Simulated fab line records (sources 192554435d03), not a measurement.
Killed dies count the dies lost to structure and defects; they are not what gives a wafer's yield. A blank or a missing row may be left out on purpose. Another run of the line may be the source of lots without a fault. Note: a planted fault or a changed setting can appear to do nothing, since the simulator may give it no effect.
fab line records	flow n5-finfet
record lots=24	wafers=72	last-day=17
route steps=1938 shown BEOL_M14@1761 BEOL_M15@1773
lots with no fault: from the same line, run without faults
start-h: hours from the record's opening day to when the first of the lot's shown wafers began	wait-h: how many hours have passed since the lot's step before this one	" unchanged from the row above	L1.1+2: several wafers, shown together as one row	- no value present, or no start provided	* or withheld: withheld	< > ~ a bound
route shown NAME@n: names a module that has steps shown in the file, with the first one's number in the route	usual: mean and standard deviation over wafers with no fault	same: alike in all rows	chamber/n: place in a boat	sites: the reading at each site	_std_site: standard deviation across them	_edge_site: inner sites' mean taken away from outer sites' mean	radius-mm: for every site, how far away it sits from the centre of the wafer	mask NAME#n: copy n	behind: the tool/chamber that last shaped the wafer	hold: the reason the lot was held/the length of the hold in hours/how it ended	device: the n, p or np transistor that did not switch	end of line: the same wafers' tests at the end of the route	a step given without rows: its recipe and nothing more	killed: the dies lost at the first sort to structure and to defects; this is not the yield of the wafer	map: shows each die of a wafer: x if killed, . if not, _ if none is there
set.NAME: the setting as run; set.NAME@STEP: as run at that earlier step	model.NAME: the simulator's own value behind a step, which no gauge read
one table for each step of the route and one row for each wafer, over a sample of lots
services: the hour from which a tool's chamber was out of use, counted from the record's first day as start-h (under 0 if before that day), plus the number of hours and why
## steps
# step N5_BEOL_M14_PRE_CLEAN_42
# recipe gas=H2/He	time-s=30	temp-c=300
# usual heater-power-w=445/46	susceptor-temp-C=300.00/0.21
lot.wafer	tool	chamber	start-h	wait-h	heater-power-w	susceptor-temp-C
L074.1	pvd-sputter-03	-	236.93	0.0	440	299.99
L074.4	"	-	"	"	486	299.58
L074.6	"	-	"	"	468	299.94
L075.1	pvd-sputter-01	-	243.04	0.0	436	299.89
L075.2	"	-	"	"	403	299.96
L075.4	"	-	"	"	475	299.74
L077.2	pvd-sputter-03	-	261.58	0.0	476	299.98
L077.3	"	-	"	"	432	299.79
L077.4	"	-	"	"	451	300.12
L078.1	pvd-sputter-02	-	261.59	0.0	544	299.88
L078.3	"	-	"	"	431	300.14
L078.5	"	-	"	"	435	300.12
L076.1	pvd-sputter-03	-	262.12	0.0	418	300.09
L076.3	"	-	"	"	483	300.08
L076.5	"	-	"	"	446	300.31
L079.1	pvd-sputter-02	-	264.55	0.0	455	299.96
L079.2	"	-	"	"	399	299.90
L079.4	"	-	"	"	396	299.85
L080.2	pvd-sputter-01	-	270.98	0.0	366	299.74
L080.4	"	-	"	"	488	299.78
L080.5	"	-	"	"	384	299.91
L081.1	pvd-sputter-01	-	278.20	0.0	482	300.07
L081.5	"	-	"	"	390	300.16
L081.6	"	-	"	"	438	299.70
L083.2	pvd-sputter-02	-	281.22	0.0	393	300.35
L083.4	"	-	"	"	434	300.02
L083.6	"	-	"	"	535	299.64
L082.1	pvd-sputter-02	-	287.47	0.0	408	299.77
L082.4	"	-	"	"	553	300.04
L082.6	"	-	"	"	540	300.23
L084.1	pvd-sputter-03	-	295.32	0.0	456	300.07
L084.2	"	-	"	"	439	299.75
L084.3	"	-	"	"	433	300.10
L085.2	pvd-sputter-03	-	313.83	0.0	449	300.14
L085.3	"	-	"	"	455	300.46
L085.6	"	-	"	"	425	299.75
L087.1	pvd-sputter-03	-	317.84	0.0	483	300.37
L087.2	"	-	"	"	434	300.18
L087.5	"	-	"	"	448	300.60
L088.3	pvd-sputter-01	-	327.18	0.0	370	299.85
L088.4	"	-	"	"	424	299.66
L088.6	"	-	"	"	389	299.46
L089.1	pvd-sputter-02	-	332.89	0.0	539	300.08
L089.3	"	-	"	"	388	300.44
L089.4	"	-	"	"	437	300.08
L086.3	pvd-sputter-03	-	335.48	0.0	449	299.93
L086.4	"	-	"	"	458	300.11
L086.6	"	-	"	"	481	299.85
L090.2	pvd-sputter-02	-	346.82	0.0	545	300.12
L090.5	"	-	"	"	549	300.11
L090.6	"	-	"	"	439	299.87
L091.1	pvd-sputter-02	-	356.47	0.0	385	299.83
L091.4	"	-	"	"	538	299.88
L091.5	"	-	"	"	432	299.89
L093.1	pvd-sputter-03	-	359.09	0.0	430	300.28
L093.3	"	-	"	"	477	299.71
L093.4	"	-	"	"	447	299.61
L092.1	pvd-sputter-02	-	362.75	0.0	439	299.93
L092.2	"	-	"	"	412	299.98
L092.5	"	-	"	"	431	300.28
L095.1	pvd-sputter-03	-	366.47	0.0	433	300.01
L095.2	"	-	"	"	445	299.96
L095.3	"	-	"	"	448	299.74
L094.2	pvd-sputter-02	-	378.41	0.0	410	300.11
L094.3	"	-	"	"	441	299.86
L094.6	"	-	"	"	409	300.03
L096.1	pvd-sputter-02	-	381.67	0.0	416	299.91
L096.4	"	-	"	"	436	299.86
L096.5	"	-	"	"	532	300.23
L097.2	pvd-sputter-01	-	384.35	0.0	492	300.17
L097.4	"	-	"	"	437	300.04
L097.5	"	-	"	"	485	299.93
# step N5_BEOL_M14_INSPECT_55
# recipe inspect-instrument=darkfield	mode=post-dep
# usual raw-defect-count=69/22
lot.wafer	tool	chamber	start-h	wait-h	raw-defect-count
L074.1	defect-inspect-02	-	238.19	0.0	60
L074.4	"	-	"	"	54
L074.6	"	-	"	"	92
L075.1	defect-inspect-02	-	244.64	0.0	75
L075.2	"	-	"	"	42
L075.4	"	-	"	"	53
L078.1	defect-inspect-01	-	263.36	0.0	66
L078.3	"	-	"	"	70
L078.5	"	-	"	"	60
L077.2	defect-inspect-01	-	263.59	0.0	59
L077.3	"	-	"	"	67
L077.4	"	-	"	"	88
L076.1	defect-inspect-02	-	264.38	0.0	55
L076.3	"	-	"	"	77
L076.5	"	-	"	"	99
L079.1	defect-inspect-02	-	265.99	0.0	106
L079.2	"	-	"	"	100
L079.4	"	-	"	"	147
L080.2	defect-inspect-02	-	272.23	0.0	64
L080.4	"	-	"	"	47
L080.5	"	-	"	"	65
L081.1	defect-inspect-02	-	279.45	0.0	75
L081.5	"	-	"	"	56
L081.6	"	-	"	"	33
L083.2	defect-inspect-02	-	282.47	0.0	82
L083.4	"	-	"	"	74
L083.6	"	-	"	"	95
L082.1	defect-inspect-01	-	288.72	0.0	52
L082.4	"	-	"	"	110
L082.6	"	-	"	"	42
L084.1	defect-inspect-02	-	296.58	0.0	30
L084.2	"	-	"	"	44
L084.3	"	-	"	"	42
L085.2	defect-inspect-01	-	315.08	0.0	54
L085.3	"	-	"	"	65
L085.6	"	-	"	"	45
L087.1	defect-inspect-02	-	319.09	0.0	87
L087.2	"	-	"	"	63
L087.5	"	-	"	"	96
L088.3	defect-inspect-02	-	328.43	0.0	103
L088.4	"	-	"	"	59
L088.6	"	-	"	"	79
L089.1	defect-inspect-02	-	334.14	0.0	72
L089.3	"	-	"	"	77
L089.4	"	-	"	"	111
L086.3	defect-inspect-02	-	336.75	0.0	73
L086.4	"	-	"	"	39
L086.6	"	-	"	"	63
L090.2	defect-inspect-01	-	348.22	0.0	50
L090.5	"	-	"	"	35
L090.6	"	-	"	"	81
L091.1	defect-inspect-02	-	357.72	0.0	51
L091.4	"	-	"	"	59
L091.5	"	-	"	"	63
L093.1	defect-inspect-01	-	360.35	0.0	72
L093.3	"	-	"	"	45
L093.4	"	-	"	"	64
L092.1	defect-inspect-01	-	364.26	0.0	44
L092.2	"	-	"	"	63
L092.5	"	-	"	"	47
L095.1	defect-inspect-02	-	367.72	0.0	57
L095.2	"	-	"	"	56
L095.3	"	-	"	"	109
L094.2	defect-inspect-02	-	379.67	0.0	59
L094.3	"	-	"	"	81
L094.6	"	-	"	"	81
L096.1	defect-inspect-01	-	382.93	0.0	79
L096.4	"	-	"	"	83
L096.5	"	-	"	"	53
L097.2	defect-inspect-01	-	385.60	0.0	68
L097.4	"	-	"	"	61
L097.5	"	-	"	"	87
# step N5_BEOL_M15_ILD_DEP_00
# recipe material=SiO2	target-thk-a=16293	temp-c=400	precursor=TEOS/O2	pressure-torr=6.5	rf-w=900	teos-flow-sccm=161.4	gas=O2	flow-sccm=2650	time-s=346.1
# usual heater-power-w=547/77	showerhead-plenum-p-Torr=8.337/0.017	susceptor-temp-C=400.03/0.22	throttle-valve-pct=19.0/1.4
lot.wafer	tool	chamber	start-h	wait-h	heater-power-w	showerhead-plenum-p-Torr	susceptor-temp-C	throttle-valve-pct
L074.1	pecvd-04	1	238.23	0.0	597	8.362	400.06	21.7
L074.4	"	1	"	"	504	8.332	399.89	21.5
L074.6	"	0	"	"	421	8.338	400.16	18.8
L075.1	pecvd-04	2	244.68	0.0	574	8.338	400.23	16.7
L075.2	"	0	"	"	438	8.311	400.07	18.4
L075.4	"	2	"	"	642	8.323	400.06	16.7
L078.1	pecvd-04	0	263.40	0.0	527	8.319	400.18	18.9
L078.3	"	2	"	"	633	8.330	400.25	16.9
L078.5	"	0	"	"	434	8.339	400.22	18.6
L077.2	pecvd-01	1	263.62	0.0	504	8.330	399.60	20.5
L077.3	"	2	"	"	560	8.335	400.10	17.1
L077.4	"	2	"	"	440	8.330	400.35	17.1
L076.1	pecvd-02	1	264.41	0.0	674	8.373	399.94	19.4
L076.3	"	2	"	"	444	8.331	399.99	18.0
L076.5	"	0	"	"	685	8.329	400.60	19.6
L079.1	pecvd-04	2	266.03	0.0	585	8.328	399.63	17.0
L079.2	"	0	"	"	533	8.357	399.91	18.7
L079.4	"	2	"	"	646	8.359	399.54	17.1
L080.2	pecvd-01	1	272.27	0.0	588	8.312	399.64	20.4
L080.4	"	1	"	"	477	8.317	399.93	20.6
L080.5	"	2	"	"	456	8.324	400.46	17.0
L081.1	pecvd-02	0	279.49	0.0	531	8.328	399.72	19.6
L081.5	"	1	"	"	541	8.370	400.05	19.4
L081.6	"	0	"	"	636	8.338	399.81	19.6
L083.2	pecvd-01	2	282.51	0.0	510	8.318	400.11	16.6
L083.4	"	1	"	"	477	8.329	399.85	20.3
L083.6	"	2	"	"	450	8.314	400.18	17.0
L082.1	pecvd-02	2	288.76	0.0	453	8.342	400.28	18.3
L082.4	"	1	"	"	569	8.342	399.88	19.3
L082.6	"	2	"	"	519	8.320	400.17	18.1
L084.1	pecvd-02	0	296.62	0.0	629	8.315	400.25	19.5
L084.2	"	1	"	"	606	8.370	400.30	19.4
L084.3	"	2	"	"	498	8.327	399.75	18.1
L085.2	pecvd-04	1	315.12	0.0	598	8.356	399.63	21.8
L085.3	"	0	"	"	513	8.343	399.78	18.9
L085.6	"	1	"	"	507	8.358	399.56	21.7
L087.1	pecvd-02	1	319.13	0.0	619	8.368	400.39	19.2
L087.2	"	0	"	"	549	8.341	399.98	19.6
L087.5	"	2	"	"	496	8.345	400.27	18.4
L088.3	pecvd-01	0	328.47	0.0	505	8.326	399.84	18.9
L088.4	"	0	"	"	564	8.344	399.92	18.8
L088.6	"	2	"	"	459	8.335	400.19	16.9
L089.1	pecvd-01	2	334.18	0.0	587	8.324	400.02	17.1
L089.3	"	1	"	"	581	8.333	400.03	20.4
L089.4	"	2	"	"	447	8.322	400.00	17.2
L086.3	pecvd-02	0	336.79	0.0	613	8.351	400.25	19.6
L086.4	"	0	"	"	495	8.334	400.28	19.6
L086.6	"	2	"	"	389	8.343	399.74	18.2
L090.2	pecvd-02	1	348.25	0.0	656	8.359	399.74	19.2
L090.5	"	0	"	"	506	8.355	400.20	19.7
L090.6	"	2	"	"	402	8.332	399.85	18.3
L091.1	pecvd-04	2	357.76	0.0	639	8.336	400.07	17.3
L091.4	"	1	"	"	652	8.360	400.50	21.6
L091.5	"	0	"	"	420	8.321	399.77	18.5
L093.1	pecvd-02	1	360.38	0.0	564	8.355	400.18	19.4
L093.3	"	0	"	"	554	8.335	400.07	19.5
L093.4	"	2	"	"	388	8.336	399.88	18.2
L092.1	pecvd-04	1	364.30	0.0	622	8.360	399.95	21.5
L092.2	"	2	"	"	610	8.345	400.24	16.9
L092.5	"	0	"	"	439	8.340	400.47	18.9
L095.1	pecvd-02	2	367.76	0.0	423	8.295	400.28	18.2
L095.2	"	1	"	"	720	8.361	399.91	19.1
L095.3	"	0	"	"	611	8.377	400.22	19.4
L094.2	pecvd-01	0	379.71	0.0	510	8.343	400.15	18.9
L094.3	"	2	"	"	575	8.324	400.11	17.2
L094.6	"	1	"	"	592	8.322	399.78	20.3
L096.1	pecvd-04	0	382.97	0.0	487	8.334	400.02	18.9
L096.4	"	2	"	"	523	8.345	399.48	17.1
L096.5	"	1	"	"	633	8.364	400.21	21.5
L097.2	pecvd-02	1	385.64	0.0	625	8.347	399.91	19.5
L097.4	"	1	"	"	709	8.347	399.65	19.4
L097.5	"	0	"	"	622	8.334	399.78	19.7
# step N5_BEOL_M15_CD_MEAS_10
# recipe target-cd-nm=360	landing-energy-ev=500	detector=se-inlens	polarity=opening
# usual cd-nm=360.9/1.4
lot.wafer	tool	chamber	start-h	wait-h	cd-nm
L074.1	cd-sem-02	0	238.89	-	362.0
L074.4	"	0	"	"	363.0
L074.6	"	0	"	"	363.2
L075.1	cd-sem-02	0	245.36	-	360.6
L075.2	"	0	"	"	361.6
L075.4	"	0	"	"	362.8
L078.1	cd-sem-01	0	263.95	-	363.8
L078.3	"	0	"	"	361.9
L078.5	"	0	"	"	360.9
L077.2	cd-sem-01	0	264.32	-	359.2
L077.3	"	0	"	"	360.7
L077.4	"	0	"	"	358.4
L076.1	cd-sem-01	0	264.97	-	357.8
L076.3	"	0	"	"	358.7
L076.5	"	0	"	"	359.4
L079.1	cd-sem-02	0	266.71	-	361.6
L079.2	"	0	"	"	361.5
L079.4	"	0	"	"	359.4
L080.2	cd-sem-02	0	272.82	-	362.5
L080.4	"	0	"	"	362.0
L080.5	"	0	"	"	360.6
L081.1	cd-sem-01	0	280.04	-	362.1
L081.5	"	0	"	"	362.8
L081.6	"	0	"	"	361.0
L083.2	cd-sem-02	0	283.30	-	360.0
L083.4	"	0	"	"	358.3
L083.6	"	0	"	"	360.2
L082.1	cd-sem-01	0	289.31	-	360.5
L082.4	"	0	"	"	361.0
L082.6	"	0	"	"	358.1
L084.1	cd-sem-01	0	297.17	-	360.0
L084.2	"	0	"	"	361.3
L084.3	"	0	"	"	362.2
L085.2	cd-sem-01	0	315.68	-	361.8
L085.3	"	0	"	"	358.9
L085.6	"	0	"	"	360.6
L087.1	cd-sem-02	0	319.68	-	360.4
L087.2	"	0	"	"	359.5
L087.5	"	0	"	"	359.6
L088.3	cd-sem-02	0	329.03	-	361.0
L088.4	"	0	"	"	361.4
L088.6	"	0	"	"	360.7
L089.1	cd-sem-03	0	334.86	-	361.2
L089.3	"	0	"	"	363.1
L089.4	"	0	"	"	361.0
L086.3	cd-sem-03	0	337.34	-	358.5
L086.4	"	0	"	"	360.1
L086.6	"	0	"	"	361.4
L090.2	cd-sem-02	0	348.93	-	362.7
L090.5	"	0	"	"	361.6
L090.6	"	0	"	"	363.8
L091.1	cd-sem-03	0	358.31	-	361.6
L091.4	"	0	"	"	360.5
L091.5	"	0	"	"	360.8
L093.1	cd-sem-03	0	361.06	-	363.7
L093.3	"	0	"	"	360.9
L093.4	"	0	"	"	360.2
L092.1	cd-sem-03	0	364.85	-	359.7
L092.2	"	0	"	"	360.8
L092.5	"	0	"	"	361.4
L095.1	cd-sem-02	0	368.44	-	362.2
L095.2	"	0	"	"	361.7
L095.3	"	0	"	"	362.2
L094.2	cd-sem-02	0	380.38	-	361.1
L094.3	"	0	"	"	359.0
L094.6	"	0	"	"	358.6
L096.1	cd-sem-01	0	383.52	-	361.0
L096.4	"	0	"	"	357.9
L096.5	"	0	"	"	359.6
L097.2	cd-sem-03	0	386.32	-	360.1
L097.4	"	0	"	"	359.2
L097.5	"	0	"	"	360.1
# step N5_BEOL_M15_STRIP_63
# recipe chemistry=O2	power-w=600	temp-c=60	pressure-mtorr=30	rf-frequency-hz=6e+07	bias-power-w=0	overash-fraction=0.3	o2-flow-sccm=225
# usual drypump-motor-current-A=5.85/0.22	oes-product-au=0.80/0.094	rf-vpp-V=3.6/0.66	showerhead-plenum-p-Torr=2.10/0.086	throttle-valve-pct=16.73/0.26
lot.wafer	tool	chamber	start-h	wait-h	drypump-motor-current-A	oes-product-au	rf-hours-counter-h	rf-vpp-V	showerhead-plenum-p-Torr	throttle-valve-pct
L074.1	rie-diel-05	0	-	-	5.81	0.67	246	2.3	2.06	17.14
L074.4	"	3	"	"	6.00	0.73	171	3.5	2.00	16.92
L074.6	"	1	"	"	5.67	1.00	-	3.3	2.07	16.38
L075.1	rie-diel-05	3	-	-	5.99	0.74	174	4.6	2.00	16.89
L075.2	"	2	"	"	5.80	0.86	79	3.6	2.22	16.83
L075.4	"	1	"	"	5.67	0.99	4	4.1	2.07	16.38
L078.1	rie-diel-05	2	-	-	5.84	0.83	86	3.3	2.22	16.84
L078.3	"	3	"	"	6.02	0.72	180	3.7	2.00	16.93
L078.5	"	1	"	"	5.65	0.95	-	3.7	2.07	16.37
L077.2	rie-diel-05	0	-	-	5.81	0.97	0	4.0	2.06	16.70
L077.3	"	3	"	"	5.99	0.72	180	4.1	2.00	16.88
L077.4	"	1	"	"	5.66	0.96	11	3.5	2.07	16.36
L076.1	rie-diel-04	2	-	-	5.61	0.88	23	3.3	2.22	16.32
L076.3	"	3	"	"	6.21	0.72	201	4.2	2.08	16.97
L076.5	"	1	"	"	5.99	0.83	-	4.2	2.03	16.46
L079.1	rie-diel-04	2	-	-	5.58	0.87	24	4.5	2.22	16.33
L079.2	"	3	"	"	6.21	0.73	202	3.9	2.07	16.97
L079.4	"	1	"	"	6.04	0.82	-	3.7	2.03	16.46
L080.2	rie-diel-05	1	-	-	5.67	0.94	15	3.7	2.07	16.39
L080.4	"	0	"	"	5.81	0.95	4	3.8	2.06	16.68
L080.5	"	1	"	"	5.67	0.94	-	3.0	2.07	16.39
L081.1	rie-diel-04	3	-	-	6.19	0.72	206	3.3	2.07	17.00
L081.5	"	2	"	"	5.59	0.88	-	3.3	2.22	16.33
L081.6	"	0	"	"	5.57	0.71	-	2.5	1.98	16.75
L083.2	rie-diel-03	1	-	-	5.62	0.72	207	2.9	2.00	16.90
L083.4	"	0	"	"	6.26	0.71	213	3.5	2.08	17.05
L083.6	"	0	"	"	6.30	0.71	-	3.9	2.08	17.06
L082.1	rie-diel-05	0	-	-	5.81	0.93	8	3.6	2.06	16.72
L082.4	"	1	"	"	5.67	0.93	20	4.1	2.07	16.38
L082.6	"	3	"	"	6.02	0.71	-	3.4	2.00	16.92
L084.1	rie-diel-03	3	-	-	5.78	0.90	34	4.3	2.23	16.41
L084.2	"	1	"	"	5.59	0.72	211	3.3	2.00	16.85
L084.3	"	0	"	"	6.27	0.69	218	3.7	2.08	17.05
L085.2	rie-diel-04	3	-	-	6.21	0.71	216	3.2	2.07	17.02
L085.3	"	0	"	"	5.52	0.70	221	3.5	1.98	16.75
L085.6	"	2	"	"	5.63	0.84	-	4.2	2.22	16.35
L087.1	rie-diel-05	2	-	-	5.81	0.82	100	4.1	2.22	16.85
L087.2	"	0	"	"	5.80	0.92	15	3.6	2.06	16.70
L087.5	"	3	"	"	5.98	0.71	-	3.6	2.00	16.92
L088.3	rie-diel-03	2	-	-	5.67	0.72	200	4.3	2.18	16.92
L088.4	"	0	"	"	6.30	0.69	228	4.2	2.08	17.09
L088.6	"	1	"	"	5.58	0.71	-	3.3	2.00	16.90
L089.1	rie-diel-05	2	-	-	5.82	0.82	103	3.0	2.22	16.88
L089.3	"	1	"	"	5.68	0.91	27	3.9	2.06	16.40
L089.4	"	0	"	"	5.81	0.90	18	3.0	2.06	16.74
L086.3	rie-diel-05	3	-	-	6.00	0.71	198	2.7	1.99	16.94
L086.4	"	1	"	"	5.66	0.92	28	3.5	2.06	16.40
L086.6	"	1	"	"	5.67	0.94	-	3.5	2.06	16.37
L090.2	rie-diel-03	3	-	-	5.77	0.86	49	4.0	2.23	16.43
L090.5	"	3	"	"	5.79	0.87	-	4.4	2.23	16.46
L090.6	"	0	"	"	6.27	0.69	-	3.1	2.08	17.10
L091.1	rie-diel-03	0	-	-	6.29	0.69	237	3.2	2.08	17.08
L091.4	"	3	"	"	5.79	0.85	51	4.0	2.22	16.46
L091.5	"	0	"	"	6.28	0.69	-	2.4	2.07	17.11
L093.1	rie-diel-04	2	-	-	5.59	0.81	54	3.6	2.21	16.40
L093.3	"	3	"	"	6.19	0.71	232	2.8	2.06	17.03
L093.4	"	1	"	"	6.00	0.79	-	2.6	2.02	16.49
L092.1	rie-diel-05	1	-	-	5.65	0.90	39	4.0	2.06	16.44
L092.2	"	3	"	"	6.00	0.71	208	1.9	1.99	16.94
L092.5	"	2	"	"	5.81	0.81	-	3.7	2.21	16.88
L095.1	rie-diel-03	3	-	-	5.78	0.85	54	5.0	2.22	16.43
L095.2	"	0	"	"	6.27	0.68	239	4.4	2.07	17.09
L095.3	"	1	"	"	5.56	0.71	230	3.4	1.99	16.91
L094.2	rie-diel-04	0	-	-	5.58	0.70	224	3.8	1.98	16.74
L094.3	"	2	"	"	5.63	0.80	61	3.4	2.21	16.40
L094.6	"	1	"	"	6.03	0.79	-	3.4	2.02	16.52
L096.1	rie-diel-04	1	-	-	6.01	0.81	136	4.1	2.02	16.53
L096.4	"	3	"	"	6.19	0.70	239	3.5	2.06	17.03
L096.5	"	3	"	"	6.22	0.70	-	3.3	2.06	17.05
L097.2	rie-diel-05	1	-	-	5.67	0.89	45	4.3	2.06	16.41
L097.4	"	3	"	"	6.00	0.70	213	4.5	1.99	16.97
L097.5	"	3	"	"	5.99	0.69	-	3.7	1.99	16.98
# step N5_BEOL_M15_ANNEAL_48
# recipe temp-c=225	time-s=90	ambient=N2
# usual wafer_temp_C_max=226.11/0.25
lot.wafer	tool	chamber	start-h	wait-h	wafer_temp_C_max
L074.1	rtp-anneal-01	0	243.51	0.2	225.95
L074.4	"	0	"	"	225.96
L074.6	"	0	"	"	226.00
L075.1	rtp-anneal-02	0	248.72	0.3	225.76
L075.2	"	0	"	"	226.00
L075.4	"	0	"	"	225.79
L078.1	rtp-anneal-02	0	268.56	0.2	226.11
L078.3	"	0	"	"	225.86
L078.5	"	0	"	"	226.31
L076.1	rtp-anneal-02	0	270.20	0.3	225.88
L076.3	"	0	"	"	226.31
L076.5	"	0	"	"	226.41
L077.2	rtp-anneal-01	0	270.48	0.2	226.13
L077.3	"	0	"	"	226.19
L077.4	"	0	"	"	225.88
L079.1	rtp-anneal-01	0	272.90	0.2	225.82
L079.2	"	0	"	"	225.75
L079.4	"	0	"	"	226.63
L080.2	rtp-anneal-01	0	276.58	0.3	225.90
L080.4	"	0	"	"	225.88
L080.5	"	0	"	"	225.69
L081.1	rtp-anneal-02	0	285.68	0.2	226.48
L081.5	"	0	"	"	226.37
L081.6	"	0	"	"	226.19
L083.2	rtp-anneal-02	0	286.64	0.2	226.00
L083.4	"	0	"	"	225.97
L083.6	"	0	"	"	226.47
L082.1	rtp-anneal-02	0	295.25	0.2	225.93
L082.4	"	0	"	"	226.27
L082.6	"	0	"	"	226.69
L084.1	rtp-anneal-02	0	300.14	0.2	225.77
L084.2	"	0	"	"	226.23
L084.3	"	0	"	"	226.15
L085.2	rtp-anneal-02	0	320.95	0.2	226.02
L085.3	"	0	"	"	226.00
L085.6	"	0	"	"	226.00
L087.1	rtp-anneal-01	0	327.92	0.3	226.01
L087.2	"	0	"	"	226.08
L087.5	"	0	"	"	226.11
L088.3	rtp-anneal-02	0	333.43	0.2	226.21
L088.4	"	0	"	"	226.34
L088.6	"	0	"	"	226.44
L089.1	rtp-anneal-02	0	339.67	0.2	225.83
L089.3	"	0	"	"	226.39
L089.4	"	0	"	"	226.13
L086.3	rtp-anneal-01	0	341.32	0.2	226.40
L086.4	"	0	"	"	226.21
L086.6	"	0	"	"	226.57
L090.2	rtp-anneal-02	0	352.46	0.2	225.89
L090.5	"	0	"	"	226.17
L090.6	"	0	"	"	226.09
L091.1	rtp-anneal-01	0	363.20	0.2	226.21
L091.4	"	0	"	"	225.72
L091.5	"	0	"	"	226.20
L093.1	rtp-anneal-01	0	367.01	0.2	226.38
L093.3	"	0	"	"	226.02
L093.4	"	0	"	"	225.87
L092.1	rtp-anneal-01	0	376.62	0.4	226.26
L092.2	"	0	"	"	226.25
L092.5	"	0	"	"	225.83
L095.1	rtp-anneal-01	0	378.65	0.4	225.83
L095.2	"	0	"	"	225.95
L095.3	"	0	"	"	225.95
L094.2	rtp-anneal-02	0	385.26	0.2	226.16
L094.3	"	0	"	"	225.94
L094.6	"	0	"	"	226.14
L096.1	rtp-anneal-01	0	388.57	0.5	225.94
L096.4	"	0	"	"	225.66
L096.5	"	0	"	"	226.11
L097.2	rtp-anneal-02	0	393.10	0.2	226.03
L097.4	"	0	"	"	226.29
L097.5	"	0	"	"	225.74
## services
tool	chamber	start-h	hours	kind
pecvd-01	2	225.97	5.5	scheduled-down
pecvd-04	2	233.64	5.5	scheduled-down
rie-diel-04	-	234.11	1.7	repair
rie-diel-04	0	248.92	19.3	repair
rie-diel-05	0	250.22	-	clean
rie-diel-05	0	250.22	-	consumable-replace:focus-ring
pecvd-02	0	253.03	5.5	scheduled-down
rie-diel-05	-	261.73	0.6	repair
rie-diel-05	-	266.08	0.8	repair
pecvd-01	0	275.08	15.7	repair
rie-diel-04	1	276.61	5.4	repair
rie-diel-04	-	281.45	0.4	repair
rie-diel-04	1	283.72	16.7	repair
pvd-sputter-02	-	288.44	40.3	repair
rie-diel-05	1	290.76	9.6	repair
pecvd-01	0	291.87	11.2	repair
pecvd-04	-	295.33	1.2	repair
rie-diel-03	1	318.53	5.0	repair
rie-diel-04	0	325.47	51.5	repair
rie-diel-04	-	336.74	2.8	pm
rie-diel-05	0	345.20	7.0	repair
pecvd-01	-	348.09	1.2	repair
pvd-sputter-01	-	365.77	7.8	repair
pecvd-02	2	385.91	5.5	scheduled-down
## key
fault none
